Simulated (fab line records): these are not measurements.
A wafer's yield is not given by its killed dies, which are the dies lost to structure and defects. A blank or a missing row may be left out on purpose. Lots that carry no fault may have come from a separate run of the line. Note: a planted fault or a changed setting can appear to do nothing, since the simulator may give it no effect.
The tool behind it: which one? ; flow n5Finfet ; 9 lots with 23 wafers sampled at 5 steps, on a route of 1938 steps

WHAT EACH GAUGE READ, for each wafer
N5_STI_FIN_REVEAL_FIN_H_MEAS_10.
lot;measured;on;trenchDepthNm (nm)
L678;day 2 18:06;ocd-01;51.5 51.5 53.4
L682;day 3 21:40;ocd-02;51.7 51.9 51.2
L686;day 4 20:34;ocd-02;51.4 51.1 51.0
L687;day 5 05:38;ocd-01;50.8 51.3 51.9
L691;day 6 00:34;ocd-01;67.7
L692;day 6 08:01;ocd-01;67.4
L695;day 7 02:08;ocd-02;51.2 52.8 53.1
L697;day 7 14:49;ocd-02;51.1 51.4 52.2
L698;day 7 20:33;ocd-02;51.8 51.9 51.4

WHICH TOOL RAN EACH LOT (tool, then ch and the chambers of the sampled wafers, then the start)
lot;N5_FIN_CUT_PRECLEAN_35;N5_FIN_CUT_CUT_ETCH_28;N5_STI_FIN_REVEAL_ETCHBACK_08;N5_STI_FIN_REVEAL_STRIP_24
L678;vaporEtch-01 ch 0,1, day 2 08:46;rieSi-04 ch 0,1, day 2 08:53;rieDiel-03 ch 0,2,3, day 2 15:03;rieDiel-03 ch 0,2,3, day 2 15:05
L682;vaporEtch-02 ch 0,1, day 3 12:08;rieSi-01 ch 1,3, day 3 12:16;rieDiel-03 ch 1,3, day 3 18:26;rieDiel-03 ch 1,3, day 3 18:28
L686;vaporEtch-01 ch 0,1, day 4 09:54;rieSi-01 ch 0,3, day 4 10:02;rieDiel-02 ch 0,3, day 4 17:34;rieDiel-02 ch 0,3, day 4 17:36
L687;vaporEtch-02 ch 0,1, day 4 20:08;rieSi-04 ch 1,2,3, day 4 20:16;rieDiel-01 ch 0,2, day 5 02:41;rieDiel-01 ch 0,2, day 5 02:43
L691;vaporEtch-02 ch 1, day 5 15:35;rieSi-04 ch 3, day 5 15:42;rieDiel-03 ch 2, day 5 21:37;rieDiel-03 ch 2, day 5 21:41
L692;vaporEtch-01 ch 1, day 5 22:27;rieSi-01 ch 2, day 5 22:34;rieDiel-03 ch 2, day 6 04:32;rieDiel-03 ch 2, day 6 04:34
L695;vaporEtch-02 ch 0,1, day 6 16:45;rieSi-02 ch 0,2, day 6 16:53;rieDiel-01 ch 1,2,3, day 6 22:56;rieDiel-01 ch 1,2,3, day 6 22:58
L697;vaporEtch-02 ch 0, day 7 03:27;rieSi-02 ch 1,2, day 7 03:35;rieDiel-01 ch 0,2,3, day 7 11:52;rieDiel-01 ch 0,2,3, day 7 11:55
L698;vaporEtch-02 ch 0,1, day 7 11:15;rieSi-02 ch 0,2, day 7 11:23;rieDiel-02 ch 1,3, day 7 17:25;rieDiel-02 ch 1,3, day 7 17:27
- N5_FIN_CUT_PRECLEAN_35: cleans in vHF, time 13.3 s.
- N5_FIN_CUT_CUT_ETCH_28: etches Si in HBr/Cl2/O2, target depth 6 nm, time 2.4 s.
- N5_STI_FIN_REVEAL_ETCHBACK_08: etches SiO2 in C4F6/O2, target depth 30.5 nm, time 10.167 s.
- N5_STI_FIN_REVEAL_STRIP_24: strips in N2/H2, time 90 s.

THE ANSWER, worked out from the rows above alone
Rule: usual is defined by the lots themselves. The widest of any qualifying gaps counts: lots, ordered by their means at a reading, are off when they make up no more than a third of the lots, leave a main group of 4 or more, and stand apart from it by 3 or more times the standard deviation of that group's means. A main group whose means are all the same, to the digits that the tables above print for the reading, isn't used. Also off: a lot with no number at a reading for which 4 or more lots have one. Any other lot the step has rows for is counted as sound.
Off at N5_STI_FIN_REVEAL_FIN_H_MEAS_10 (trenchDepthNm): L691, L692. The main group has a mean of 51.7 nm with a standard deviation of 0.39.
A tool fits if, at a process step before that reading, it ran every lot that is off, and no sound lot after the first of them. The gauges at N5_STI_FIN_REVEAL_FIN_H_MEAS_10 are tried like those tools. This does not decide it: 2 tools fit, namely rieDiel-03 at N5_STI_FIN_REVEAL_ETCHBACK_08 and N5_STI_FIN_REVEAL_STRIP_24 and ocd-01 at N5_STI_FIN_REVEAL_FIN_H_MEAS_10.

WHAT THE SIMULATOR HAD INSERTED
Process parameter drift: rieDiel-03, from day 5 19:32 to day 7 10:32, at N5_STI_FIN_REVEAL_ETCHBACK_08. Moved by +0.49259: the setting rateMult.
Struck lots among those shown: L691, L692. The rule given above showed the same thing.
